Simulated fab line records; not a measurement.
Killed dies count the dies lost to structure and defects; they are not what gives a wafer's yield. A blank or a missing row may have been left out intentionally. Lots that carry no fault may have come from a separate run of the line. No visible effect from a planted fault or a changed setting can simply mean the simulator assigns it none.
fab line records	flow nandHarc
record: lots: 13	wafers: 39	lastDay: 24
route steps=1159 shown P_GATE@131 END@1159
lots with no fault: from the same line, run without faults
startH: hours from the record's opening day to when the first of the lot's shown wafers began	waitH: time in hours since the lot's previous step	" same as the row above	L1.1+2: a row that stands for several wafers	- no value, or no start was given	* or withheld: withheld	< > ~ a bound
route shown NAME@n: names a module that has steps shown in the file, with the first one's number in the route	usual: mean and standard deviation over wafers with no fault	same: alike in all rows	chamber/n: place in a boat	sites: readings site by site	_std_site: their standard deviation	_edge_site: mean of outer sites minus mean of inner sites	radiusMm: for every site, how far away it sits from the centre of the wafer	mask NAME#n: copy n	behind: tool/chamber where the wafer was last shaped	hold: why the lot was held/for how many hours/how that ended	device: whichever transistor did not switch (one of n, p or np)	end of line: the same wafers' tests at the end of the route	step lacking rows: just its recipe	killed: dies that structure and defects cost at the first sort, which is not the same as the wafer's yield	map: per-die view of a wafer (x killed, . not killed, _ where there is no die)
set.NAME: setting as actually run; set.NAME@STEP: the setting as run at that earlier step	model.NAME: the simulator's own value behind a step, which no gauge read
the route's steps for a sample of lots (tables are steps, rows are wafers)
services: from which hour (startH, from the record's first day; less than 0 if before it) a tool's chamber was out of use, for how many hours, and why
== steps ==
step: NHARC_P_GATE_HM_DEP_102
recipe: targetThkA: 1200	tempC: 400	material: aC
usual: susceptorTempC: 400.02/0.2	throttleValvePct: 35.001/0.0099
lot.wafer	tool	chamber	startH	waitH	susceptorTempC	throttleValvePct
L364.1	aclDep-03	0	82.45	0.4	400.03	34.989
L364.5	"	0	"	"	400.02	34.981
L364.6	"	0	"	"	400.05	35.002
L366.4	aclDep-02	0	100.24	1.6	-	35.006
L366.5	"	0	"	"	-	35.004
L366.6	"	0	"	"	-	34.996
L370.1	aclDep-03	0	124.23	4.9	400.08	34.997
L370.3	"	0	"	"	400.02	35.013
L370.5	"	0	"	"	399.87	35.010
L372.1	aclDep-03	0	137.45	0.4	-	34.985
L372.4	"	0	"	"	-	35.002
L372.6	"	0	"	"	-	34.994
L373.1	aclDep-02	0	137.45	0.4	399.79	35.000
L373.2	"	0	"	"	400.27	34.998
L373.6	"	0	"	"	400.19	35.006
L378.2	aclDep-02	0	163.32	0.5	400.10	34.991
L378.3	"	0	"	"	400.11	34.981
L378.6	"	0	"	"	399.96	34.985
L379.1	aclDep-03	0	182.48	2.9	-	34.998
L379.4	"	0	"	"	-	35.012
L379.6	"	0	"	"	-	34.997
L381.4	aclDep-03	0	188.26	0.7	399.69	35.005
L381.5	"	0	"	"	399.93	35.016
L381.6	"	0	"	"	399.61	35.002
L383.2	aclDep-03	0	201.13	0.5	-	34.995
L383.3	"	0	"	"	-	34.982
L383.4	"	0	"	"	-	34.999
L382.3	aclDep-01	0	201.24	0.6	-	34.999
L382.4	"	0	"	"	-	34.983
L382.6	"	0	"	"	-	35.008
L385.1	aclDep-02	0	209.90	1.4	400.04	34.993
L385.3	"	0	"	"	399.79	35.007
L385.6	"	0	"	"	399.84	34.993
L386.1	aclDep-02	0	225.86	1.4	-	34.982
L386.2	"	0	"	"	-	35.002
L386.6	"	0	"	"	-	35.000
L387.3	aclDep-02	0	226.71	2.2	-	35.003
L387.4	"	0	"	"	-	34.997
L387.6	"	0	"	"	-	35.005
step: NHARC_P_GATE_OVL_MEAS_27
usual: overlayXNm: -0.2/1	overlayYNm: 0.0/0.7
lot.wafer	tool	chamber	startH	waitH	overlayXNm	overlayYNm
L364.1	overlay-01	-	83.75	-	-1.0	0.2
L364.5	"	-	"	"	-1.1	-0.3
L364.6	"	-	"	"	-1.1	-0.5
L366.4	overlay-01	-	101.35	-	-0.4	-0.5
L366.5	"	-	"	"	0.0	-1.1
L366.6	"	-	"	"	-0.2	-0.7
L370.1	overlay-02	-	125.68	-	0.5	-0.5
L370.3	"	-	"	"	1.2	0.0
L370.5	"	-	"	"	1.3	0.0
L372.1	overlay-01	-	138.87	-	0.2	-0.6
L372.4	"	-	"	"	0.0	-0.7
L372.6	"	-	"	"	0.4	-0.9
L373.1	overlay-02	-	139.02	-	-0.1	1.2
L373.2	"	-	"	"	-0.3	0.5
L373.6	"	-	"	"	0.5	0.4
L378.2	overlay-01	-	164.62	-	-0.9	0.7
L378.3	"	-	"	"	-0.8	0.9
L378.6	"	-	"	"	-1.1	0.8
L379.1	overlay-01	-	183.89	-	-2.0	-1.1
L379.4	"	-	"	"	-1.8	-0.7
L379.6	"	-	"	"	-2.0	-0.6
L381.4	overlay-01	-	189.25	-	-1.4	-0.8
L381.5	"	-	"	"	-0.8	-0.6
L381.6	"	-	"	"	-0.7	-0.3
L383.2	overlay-01	-	202.44	-	1.4	0.4
L383.3	"	-	"	"	0.9	1.1
L383.4	"	-	"	"	1.1	0.4
L382.3	overlay-01	-	202.62	-	-1.4	0.1
L382.4	"	-	"	"	-1.8	0.5
L382.6	"	-	"	"	-1.7	0.5
L385.1	overlay-01	-	211.45	-	0.2	-0.1
L385.3	"	-	"	"	0.2	-0.2
L385.6	"	-	"	"	0.2	0.5
L386.1	overlay-01	-	227.18	-	0.1	-1.6
L386.2	"	-	"	"	-0.2	-0.9
L386.6	"	-	"	"	-0.1	-0.3
L387.3	overlay-02	-	227.92	-	0.4	0.2
L387.4	"	-	"	"	0.2	0.3
L387.6	"	-	"	"	0.4	0.9
step: NHARC_P_GATE_ALD_36
recipe: targetThkA: 200	pulseTimeS: 60	aldCycles: 223	tempC: 400	material: SiNx
usual: heaterPowerW: 838/73	precursorPulseHeightRel: 1.000/0.022	susceptorTempC: 399.99/0.22
lot.wafer	tool	chamber	startH	waitH	heaterPowerW	precursorPulseHeightRel	sinceWetCleanH	susceptorTempC
L364.1	aldSin-04	2	87.26	-	825	1.000	67	400.17
L364.6	"	0	89.41	-	906	0.984	-	400.15
L364.5	"	1	90.48	-	845	0.982	-	399.29
L366.4	aldSin-03	2	105.95	-	918	0.978	169	400.31
L366.5	"	3	107.01	-	927	1.027	-	399.99
L366.6	"	0	108.07	-	867	0.970	-	400.16
L370.1	aldSin-01	0	128.70	-	808	1.024	155	399.90
L370.3	"	1	129.76	-	785	1.018	156	400.26
L370.5	"	3	131.87	-	845	1.027	-	399.75
L372.1	aldSin-03	3	140.22	-	951	0.999	23	400.08
L372.4	"	0	141.29	-	874	1.013	24	400.39
L372.6	"	0	145.59	-	844	1.024	-	400.41
L373.1	aldSin-01	1	140.67	-	784	1.031	167	399.69
L373.2	"	3	142.79	-	872	1.015	169	399.91
L373.6	"	2	145.97	-	677	1.023	-	399.86
L378.3	aldSin-03	3	166.21	-	944	0.970	49	399.93
L378.2	"	1	168.32	-	736	0.967	51	399.78
L378.6	"	3	170.42	-	932	1.001	-	400.09
L379.1	aldSin-01	3	186.34	-	865	0.975	31	400.10
L379.4	"	0	187.40	-	753	1.015	32	399.90
L379.6	"	3	190.57	-	856	1.026	-	400.10
L381.4	aldSin-03	1	192.71	-	768	0.991	76	400.31
L381.6	"	3	194.81	-	906	1.004	-	399.96
L381.5	"	0	195.86	-	877	1.014	-	400.26
L383.4	aldSin-01	0	203.87	-	770	0.975	49	400.17
L383.3	"	1	204.93	-	760	1.012	50	399.76
L383.2	"	3	207.04	-	882	1.006	52	399.98
L382.3	aldSin-04	2	204.05	-	759	1.009	4	399.97
L382.4	"	1	207.19	-	862	0.957	7	400.23
L382.6	"	2	208.24	-	753	1.019	-	399.92
L385.1	aldSin-03	0	214.06	-	875	1.008	97	400.08
L385.3	"	1	215.12	-	771	0.955	98	399.73
L385.6	"	0	218.28	-	879	0.978	-	399.59
L386.2	aldSin-04	1	229.62	-	827	0.985	29	400.21
L386.1	"	3	231.77	-	827	0.984	31	400.09
L386.6	"	1	233.91	-	837	0.976	-	399.99
L387.3	aldSin-03	0	230.33	-	874	1.016	113	400.18
L387.4	"	2	232.45	-	942	1.025	115	400.12
L387.6	"	3	233.51	-	935	1.024	-	400.07
step: NHARC_P_GATE_EXPOSE_43
recipe: na: 0.6	targetCdNm: 720	doseMj: 14.81	maskId: P_NSD
lot.wafer	tool	chamber	startH	waitH	mask
L364.1+5+6	krfScanner-04	0	95.58	-	P_NSD#0
L366.4+5+6	krfScanner-04	0	113.47	-	P_NSD#0
L370.1+3+5	krfScanner-04	0	138.05	-	P_PSD#0
L372.1+4+6	krfScanner-04	0	150.57	-	P_NSD#0
L373.1+2+6	krfScanner-04	0	150.98	-	P_NSD#0
L378.2+3+6	krfScanner-02	0	176.56	-	P_NSD#0
L379.1+4+6	krfScanner-03	0	195.67	-	P_NSD#0
L381.4+5+6	krfScanner-03	0	200.90	-	P_NSD#0
L383.2+3+4	krfScanner-04	0	214.28	-	P_NSD#0
L382.3+4+6	krfScanner-03	0	214.45	-	P_NSD#0
L385.1+3+6	krfScanner-03	0	223.25	-	P_NSD#0
L386.1+2+6	krfScanner-03	0	239.02	-	P_NSD#0
L387.3+4+6	krfScanner-04	0	239.67	-	P_NSD#0
step: NHARC_P_GATE_CD_MEAS_46
recipe: targetCdNm: 720	landingEnergyEv: 500
usual: cdNm: 720.5/2.5
lot.wafer	tool	chamber	startH	waitH	cdNm
L364.1	cdSem-02	0	95.74	-	719.5
L364.5	"	0	"	"	719.6
L364.6	"	0	"	"	718.8
L366.4	cdSem-01	0	113.62	-	725.9
L366.5	"	0	"	"	718.8
L366.6	"	0	"	"	719.8
L370.1	cdSem-01	0	138.21	-	-
L370.3	"	0	"	"	-
L370.5	"	0	"	"	-
L372.1	cdSem-03	0	150.72	-	718.2
L372.4	"	0	"	"	717.2
L372.6	"	0	"	"	719.5
L373.1	cdSem-01	0	151.14	-	719.8
L373.2	"	0	"	"	719.8
L373.6	"	0	"	"	724.3
L378.2	cdSem-03	0	176.72	-	722.7
L378.3	"	0	"	"	726.8
L378.6	"	0	"	"	720.8
L379.1	cdSem-01	0	195.83	-	720.4
L379.4	"	0	"	"	722.9
L379.6	"	0	"	"	720.7
L381.4	cdSem-02	0	201.05	-	717.5
L381.5	"	0	"	"	719.7
L381.6	"	0	"	"	719.0
L383.2	cdSem-03	0	214.45	-	724.0
L383.3	"	0	"	"	726.9
L383.4	"	0	"	"	720.7
L382.3	cdSem-02	0	214.60	-	718.4
L382.4	"	0	"	"	720.9
L382.6	"	0	"	"	722.9
L385.1	cdSem-03	0	223.41	-	718.9
L385.3	"	0	"	"	719.2
L385.6	"	0	"	"	720.9
L386.1	cdSem-02	0	239.18	-	718.5
L386.2	"	0	"	"	722.3
L386.6	"	0	"	"	719.0
L387.3	cdSem-03	0	239.83	-	719.5
L387.4	"	0	"	"	721.8
L387.6	"	0	"	"	718.9
step: NHARC_END_SORT_01
recipe: tempC: 25
usual: killedAtArray: 28/10	killedAtOther: 0.6/1.1	killedAtPeriphery: 3.6/2.6	killedDies: 32/10	killedOpen: 3.3/1.8	killedShort: 1.9/1.4
same: grossDies: 677
lot.wafer	tool	chamber	startH	waitH	killedAtArray	killedAtOther	killedAtPeriphery	killedDies	killedOpen	killedShort
L370.1	prober-02	0	505.27	2.5	37	0	640	677	2	3
L370.3	prober-02	0	506.85	3.1	41	0	636	677	3	1
L370.5	prober-02	0	508.43	3.7	38	1	638	677	1	3
L373.1	prober-01	0	505.30	2.5	29	3	0	32	2	1
L373.2	prober-01	0	506.11	2.8	37	3	7	47	1	3
L373.6	prober-01	0	509.32	4.0	44	1	2	47	4	2
killed by level:class
L370.1 P_GATE:areaExpose=640 A_CHANNEL_HOLE_D1:chamberFilmFlake=20 A_SLIT:chamberFilmFlake=7 A_CONTACT:chamberFilmFlake=4 A_SGD_CUT:geometricParticle:short=2 A_SOURCE_PLATE:geometricParticle:short=1 A_CONTACT:geometricParticle:open=1 A_BLC:geometricParticle:open=1
L373.1 A_CHANNEL_HOLE_D1:chamberFilmFlake=15 A_SLIT:chamberFilmFlake=7 THIN_TSV:chamberFilmFlake=3 A_STAIRCASE:chamberFilmFlake=2 A_SOURCE_PLATE:geometricParticle:open=1 A_CHANNEL_FILL_D1:geometricParticle:open=1 A_CHANNEL_FILL_D1:geometricParticle:short=1 A_ZERO_WELL:chamberFilmFlake=1
L373.2 A_CHANNEL_HOLE_D1:chamberFilmFlake=21 A_SLIT:chamberFilmFlake=8 P_STI:chamberFilmFlake=5 THIN_TSV:chamberFilmFlake=3 A_STAIRCASE:chamberFilmFlake=2 A_WL_FILL:chamberFilmFlake=2 P_M0:geometricParticle:short=1 A_SOURCE_PLATE:geometricParticle:short=1
L370.3 P_GATE:areaExpose=635 A_CHANNEL_HOLE_D1:chamberFilmFlake=17 A_SLIT:chamberFilmFlake=11 A_CONTACT:chamberFilmFlake=5 A_WL_FILL:chamberFilmFlake=3 P_CONTACT:geometricParticle:open=1 A_CHANNEL_FILL_D1:geometricParticle:open=1 A_WL_FILL:geometricParticle:open=1
L370.5 P_GATE:areaExpose=637 A_CHANNEL_HOLE_D1:chamberFilmFlake=15 A_SLIT:chamberFilmFlake=13 A_WL_FILL:chamberFilmFlake=4 A_CONTACT:chamberFilmFlake=2 P_M0:geometricParticle:short=1 A_ONON_D1:geometricParticle:short=1 A_STAIRCASE:geometricParticle:open=1
L373.6 A_SLIT:chamberFilmFlake=17 A_CHANNEL_HOLE_D1:chamberFilmFlake=16 A_M0:geometricParticle:open=2 A_CHANNEL_FILL_D1:chamberFilmFlake=2 A_STAIRCASE:chamberFilmFlake=2 P_M0:geometricParticle:short=1 A_ONON_D1:geometricParticle:open=1 A_WL_FILL:geometricParticle:short=1
== services ==
tool	chamber	startH	hours	kind
krfScanner-04	0	64.62	-	calibration
aldSin-03	-	66.27	0.2	repair
krfScanner-03	-	66.89	22.9	repair
aldSin-03	1	83.36	6.8	repair
aldSin-01	1	85.48	2.0	repair
aldSin-03	3	93.85	2.3	repair
krfScanner-03	0	103.90	-	calibration
aldSin-03	1	109.13	10.0	ventCycle
aclDep-01	-	112.48	13.0	pm
aldSin-03	0	119.13	-	clean
aldSin-03	1	119.13	-	clean
aldSin-03	2	119.13	-	clean
aldSin-03	3	119.13	-	clean
aldSin-04	2	121.21	4.8	repair
krfScanner-04	-	126.00	4.0	pm
aldSin-01	-	126.43	0.6	repair
aldSin-01	3	147.04	10.0	ventCycle
aclDep-02	-	147.30	12.4	repair
aldSin-01	0	157.04	-	clean
aldSin-01	1	157.04	-	clean
krfScanner-03	-	168.00	4.0	pm
aclDep-02	-	168.29	13.0	pm
krfScanner-02	-	210.00	4.0	pm
aclDep-03	-	224.62	13.0	pm
== key ==
firstSign: step: NHARC_P_GATE_EXPOSE_43	reading: mask	direction: changed
effect: step: NHARC_P_GATE_CD_MEAS_46	reading: cdNm	direction: missing
effect: step: NHARC_END_SORT_01	reading: killedAtPeriphery	direction: up	sigmas: 99+	usual: 3.6	struck: 638
moreKillsBornAt: NHARC_P_GATE_EXPOSE_43@krfScanner-04: 1912
metAt NHARC_P_GATE_EXPOSE_43
struckLots L370
laterRowsLeftOut L370.1,L370.3,L370.5
testerLeftOut L370
notActingAt NHARC_P_GATE_HM_DEP_102,NHARC_P_GATE_OVL_MEAS_27,NHARC_P_GATE_ALD_36
onsetBetween 113.47 138.05
fault: kind: wrongMask	tool: any	chamber: -	onsetH: 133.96	steps: NHARC_P_GATE_EXPOSE_43	auxCopy: P_PSD#0	scope: struckLotsOnly
testerLeftOut: of these lots the tester's yield and bins aren't shown, on N5 and GAA mostly nor the transistor test; their killed dies are dies lost to structure and defects alone, not to doping, threshold or leakage, so they don't give the yield
laterRowsLeftOut: the simulator's readings of these wafers behind a module that went badly wrong aren't trusted and aren't shown, but for the sort
